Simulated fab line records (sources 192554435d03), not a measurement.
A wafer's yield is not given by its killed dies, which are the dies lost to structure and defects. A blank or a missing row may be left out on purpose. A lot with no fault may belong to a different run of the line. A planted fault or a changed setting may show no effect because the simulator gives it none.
Split-lot experiment | flow n5-finfet | on a route of 1938 steps: 7 lots, 39 wafers read

THE SPLIT ITSELF
At N5_FIN_SAQP_SPACER2_ALD_28 (deposits SiO2, target thk 8.1 nm, pulse time 1 s, purge time 2 s), the setting target-thk-a was moved away from the recipe's 81 angstrom on 12 of the 39 wafers read, by -14.2% to +10.6%. All remaining wafers had this setting at the recipe value.

FROM THE SPLIT TO THE READING: what the file shows between them, 8 steps
- N5_FIN_SAQP_SPACER2_ETCHBACK_29: etches SiO2 in CHF3/O2, target depth 12.2 nm, time 6.1 s
- N5_FIN_SAQP_MANDREL2_REMOVE_60: chemistry HBr/Cl2/O2, target a-Si, stops on SiNx, bt time 10 s
- N5_FIN_SAQP_CD_MEAS_31: target cd 8 nm
- N5_FIN_SAQP_HM_OPEN_33: chemistry CH3F/O2, target SiNx, target depth 49.4 nm, time 70.6 s
- N5_FIN_SAQP_ETCH_34: etches SiO2 in C4F6/O2, target depth 45 nm, time 15 s
- N5_FIN_SAQP_STRIP_77: strips in N2/H2, time 90 s
- N5_FIN_SAQP_ETCH_64: etches SiO2 in CF4, target depth 1.5 nm
- N5_FIN_SAQP_FIN_ETCH_36: etches the open film in HBr/Cl2/O2, target depth 120 nm, time 50.4 s

THE READING
cd-nm at N5_FIN_SAQP_CD_MEAS_37, given in nm (cd target 8 nm). Fault-free wafers of this fab line usually give 8.04 nm, standard deviation 0.29 nm.

wafer  | tool, chamber at the split | target-thk-a as run, angstrom | against the recipe | cd-nm, nm | against lot-mates on the recipe
L074.1 | ald-sin-01, 3,1,2,2,1      | 81                            | recipe             | 7.80      | -
L074.2 | ald-sin-01, 3,1,2,2,1      | 81                            | recipe             | 8.75      | -
L074.3 | ald-sin-01, 3,1,2,2,1      | 81                            | recipe             | 8.65      | -
L074.4 | ald-sin-01, 0              | 81                            | recipe             | 7.73      | -
L074.5 | ald-sin-01, 3,1,2,2,1      | 81                            | recipe             | 8.22      | -
L074.6 | ald-sin-01, 3,1,2,2,1      | 81                            | recipe             | 8.17      | -
L075.1 | ald-sin-03, 0,2,3,1,0      | 81                            | recipe             | 8.10      | -
L075.2 | ald-sin-03, 0,2,3,1,0      | 81                            | recipe             | 7.79      | -
L075.3 | ald-sin-03, 0,2,3,1,0      | 81                            | recipe             | 7.89      | -
L075.4 | ald-sin-03, 0,2,3,1,0      | 81                            | recipe             | 7.41      | -
L075.5 | ald-sin-03, 1              | 81                            | recipe             | 8.01      | -
L075.6 | ald-sin-03, 0,2,3,1,0      | 81                            | recipe             | 8.01      | -
L078.1 | ald-sin-03, 1,0            | 81                            | recipe             | 8.03      | -
L078.2 | ald-sin-03, 1,0            | 81                            | recipe             | 8.00      | -
L078.3 | ald-sin-03, 2              | 87.7                          | +8.3%              | 8.68      | +0.72
L078.4 | ald-sin-03, 3,1            | 87.7                          | +8.3%              | 8.92      | +0.96
L078.5 | ald-sin-03, 2              | 81                            | recipe             | 7.85      | -
L078.6 | ald-sin-03, 3,1            | 87.7                          | +8.3%              | 8.66      | +0.70
L081.1 | ald-sin-01, 1,0            | 88.96                         | +9.8%              | 9.06      | +1.04
L081.2 | ald-sin-01, 2,0,3          | 81                            | recipe             | 8.41      | -
L081.3 | ald-sin-01, 2,0,3          | 81                            | recipe             | 7.89      | -
L081.4 | ald-sin-01, 2,0,3          | 81                            | recipe             | 7.75      | -
L081.5 | ald-sin-01, 1,0            | 88.96                         | +9.8%              | 9.29      | +1.27
L081.6 | ald-sin-01, 1              | 88.96                         | +9.8%              | 9.07      | +1.05
L086.1 | ald-sin-02, 2,3,1          | 69.5                          | -14.2%             | 6.69      | -1.45
L086.2 | ald-sin-02, 2,3,1          | 69.5                          | -14.2%             | 6.82      | -1.32
L086.3 | ald-sin-02, 2,3,1          | 69.5                          | -14.2%             | 7.11      | -1.03
L086.4 | ald-sin-02, 0,1            | 81                            | recipe             | 8.05      | -
L086.5 | ald-sin-02, 0,1            | 81                            | recipe             | 8.10      | -
L086.6 | ald-sin-02, 2              | 81                            | recipe             | 8.26      | -
L095.2 | ald-sin-02, 2,3,0          | 81                            | recipe             | 7.97      | -
L095.3 | ald-sin-02, 2,3,0          | 81                            | recipe             | 7.93      | -
L095.6 | ald-sin-02, 2,3,0          | 81                            | recipe             | 7.61      | -
L096.1 | ald-sin-02, 2              | 81                            | recipe             | 7.66      | -
L096.2 | ald-sin-02, 3,1            | 81                            | recipe             | 8.07      | -
L096.3 | ald-sin-02, 3,1            | 81                            | recipe             | 8.04      | -
L096.4 | ald-sin-02, 0              | 89.62                         | +10.6%             | 8.88      | +0.96
L096.5 | ald-sin-02, 1              | 89.62                         | +10.6%             | 9.02      | +1.10
L096.6 | ald-sin-02, 0              | 89.62                         | +10.6%             | 8.64      | +0.72
Where a row lists several chambers, the file gives one row for several wafers and doesn't say which wafer went through which chamber.

THE FIT
A straight line over all 39 wafers: cd-nm changes by +0.0875 nm for each +1% of target-thk-a; r = +0.89; the points scatter about the line by 0.27 nm.
The same after taking each lot's own level away (the mean of its wafers on the recipe; 39 wafers): +0.0941 nm for each +1%; r = +0.93; scatter 0.24 nm.
The reading moves by 1.3 nm for the largest change in target-thk-a, on that fit.
The lots' own levels span 7.837 to 8.220 nm, that is 1.3 times the standard deviation above.
The two slopes agree, so the slope changes little with the lot-to-lot level.
Check: with one of the wafers moved furthest among these (-14.2%) left out of the fit, the line predicts -1.29 nm for it against its lot-mates. It came out at -1.45 nm against them.

THE WHOLE CHAIN: every reading that the file lists as answering this split, in the file's order
step                           | what it does                                                         | reading                                                                                 | change (the file's fit)                | r (the file's)
N5_FIN_SAQP_SPACER2_ALD_28     | deposits SiO2, target thk 8.1 nm, pulse time 1 s, purge time 2 s     | SiO2_of_FIN_SAQP_SPACER2_ALD_28.thk-nm (the simulator's own value, which no gauge read) | +0.0789 nm for each +1% of the setting | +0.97
N5_FIN_SAQP_MANDREL2_REMOVE_60 | chemistry HBr/Cl2/O2, target a-Si, stops on SiNx, bt time 10 s       | FIN_SAQP.cd-nm (the simulator's own value, which no gauge read)                         | +0.0898 nm for each +1% of the setting | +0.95
N5_FIN_SAQP_CD_MEAS_31         | target cd 8 nm                                                       | cd-nm                                                                                   | +0.108 nm for each +1% of the setting  | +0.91
N5_FIN_SAQP_HM_OPEN_33         | chemistry CH3F/O2, target SiNx, target depth 49.4 nm, time 70.6 s    | FIN_SAQP.cd-nm (the simulator's own value, which no gauge read)                         | +0.0839 nm for each +1% of the setting | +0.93
N5_FIN_SAQP_ETCH_64            | etches SiO2 in CF4, target depth 1.5 nm                              | FIN_SAQP.cd-nm (the simulator's own value, which no gauge read)                         | +0.0848 nm for each +1% of the setting | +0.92
N5_FIN_SAQP_FIN_ETCH_36        | etches the open film in HBr/Cl2/O2, target depth 120 nm, time 50.4 s | FIN_SAQP.cd-nm (the simulator's own value, which no gauge read)                         | +0.0828 nm for each +1% of the setting | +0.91
N5_FIN_SAQP_CD_MEAS_37         | target cd 8 nm                                                       | cd-nm                                                                                   | +0.0946 nm for each +1% of the setting | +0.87

THE FILE'S OWN FIT
cd-nm changes by +0.0946 nm for each +1% of target-thk-a, r = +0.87.
